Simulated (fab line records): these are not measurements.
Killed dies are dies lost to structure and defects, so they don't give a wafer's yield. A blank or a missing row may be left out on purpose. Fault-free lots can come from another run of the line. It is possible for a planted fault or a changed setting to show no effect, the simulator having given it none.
Matching of chambers || flow nand-harc || 4 sister chambers for NHARC_P_CONTACT_STRIP_28 on rie-diel-08
The step strips in O2. 8 wafers are shown with their chamber, then 11 later ones without.

== EACH WAFER AND ITS CHAMBER ==
{"wafer": "L081.6", "chamber": 3, "oes-product-au (a.u.)": 0.983, "throttle-valve-pct (%)": 17.031}
{"wafer": "L085.1", "chamber": 2, "oes-product-au (a.u.)": 1.018, "throttle-valve-pct (%)": 17.017}
{"wafer": "L085.3", "chamber": 0, "oes-product-au (a.u.)": 1.010, "throttle-valve-pct (%)": 17.046}
{"wafer": "L085.4", "chamber": 3, "oes-product-au (a.u.)": 0.998, "throttle-valve-pct (%)": 17.042}
{"wafer": "L086.1", "chamber": 1, "oes-product-au (a.u.)": 0.988, "throttle-valve-pct (%)": 17.036}
{"wafer": "L086.2", "chamber": 2, "oes-product-au (a.u.)": 1.011, "throttle-valve-pct (%)": 17.037}
{"wafer": "L086.5", "chamber": 1, "oes-product-au (a.u.)": 0.988, "throttle-valve-pct (%)": 17.042}
{"wafer": "L089.2", "chamber": 0, "oes-product-au (a.u.)": 1.018, "throttle-valve-pct (%)": 17.034}

== WAFERS WHOSE CHAMBER IS MISSING ==
{"wafer": "L089.4", "oes-product-au (a.u.)": 0.997, "throttle-valve-pct (%)": 17.045}
{"wafer": "L089.6", "oes-product-au (a.u.)": 0.989, "throttle-valve-pct (%)": 17.028}
{"wafer": "L088.1", "oes-product-au (a.u.)": 1.023, "throttle-valve-pct (%)": 17.040}
{"wafer": "L088.5", "oes-product-au (a.u.)": 1.005, "throttle-valve-pct (%)": 17.049}
{"wafer": "L088.6", "oes-product-au (a.u.)": 1.029, "throttle-valve-pct (%)": 17.024}
{"wafer": "L090.1", "oes-product-au (a.u.)": 1.002, "throttle-valve-pct (%)": 17.049}
{"wafer": "L090.4", "oes-product-au (a.u.)": 1.012, "throttle-valve-pct (%)": 17.026}
{"wafer": "L090.5", "oes-product-au (a.u.)": 1.013, "throttle-valve-pct (%)": 17.051}
{"wafer": "L097.2", "oes-product-au (a.u.)": 1.013, "throttle-valve-pct (%)": 17.035}
{"wafer": "L097.5", "oes-product-au (a.u.)": 1.013, "throttle-valve-pct (%)": 17.042}
{"wafer": "L097.6", "oes-product-au (a.u.)": 0.997, "throttle-valve-pct (%)": 17.037}

== WHICH CHAMBER EACH WENT THROUGH ==
{"wafer": "L089.4", "from the rows above": "can't be placed: 3 or 1 or 0 or 2", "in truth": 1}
{"wafer": "L089.6", "from the rows above": "can't be placed: 3 or 1", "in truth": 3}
{"wafer": "L088.1", "from the rows above": "can't be placed: 0 or 2", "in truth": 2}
{"wafer": "L088.5", "from the rows above": "can't be placed: 0 or 3 or 2 or 1", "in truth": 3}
{"wafer": "L088.6", "from the rows above": "can't be placed: 2 or 0", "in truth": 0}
{"wafer": "L090.1", "from the rows above": "can't be placed: 0 or 3 or 1 or 2", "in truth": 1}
{"wafer": "L090.4", "from the rows above": "can't be placed: 2 or 0", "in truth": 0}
{"wafer": "L090.5", "from the rows above": "can't be placed: 0 or 2", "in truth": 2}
{"wafer": "L097.2", "from the rows above": "can't be placed: 0 or 2", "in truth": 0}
{"wafer": "L097.5", "from the rows above": "can't be placed: 0 or 2", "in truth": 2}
{"wafer": "L097.6", "from the rows above": "can't be placed: 3 or 1 or 0 or 2", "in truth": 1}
Placed correctly: 0 of 11. Cannot be placed on the basis of these rows: 11; the candidates contain the true chamber in 11. 0 placed wrongly.
How it was worked out, from the rows above alone: a wafer's distance from a chamber is the root of the sum, over the readings, of the square of ((its reading less the chamber's mean) divided by the reading's scatter). If the next closest chamber is less than 2 further off than the closest, the wafer can't be placed; otherwise it belongs to the closest. Each chamber's mean is taken over the wafers shown for it. The scatter is the square root of a quotient: the sum, over the shown wafers, of each reading's squared deviation from its chamber's mean, divided by wafers minus chambers.
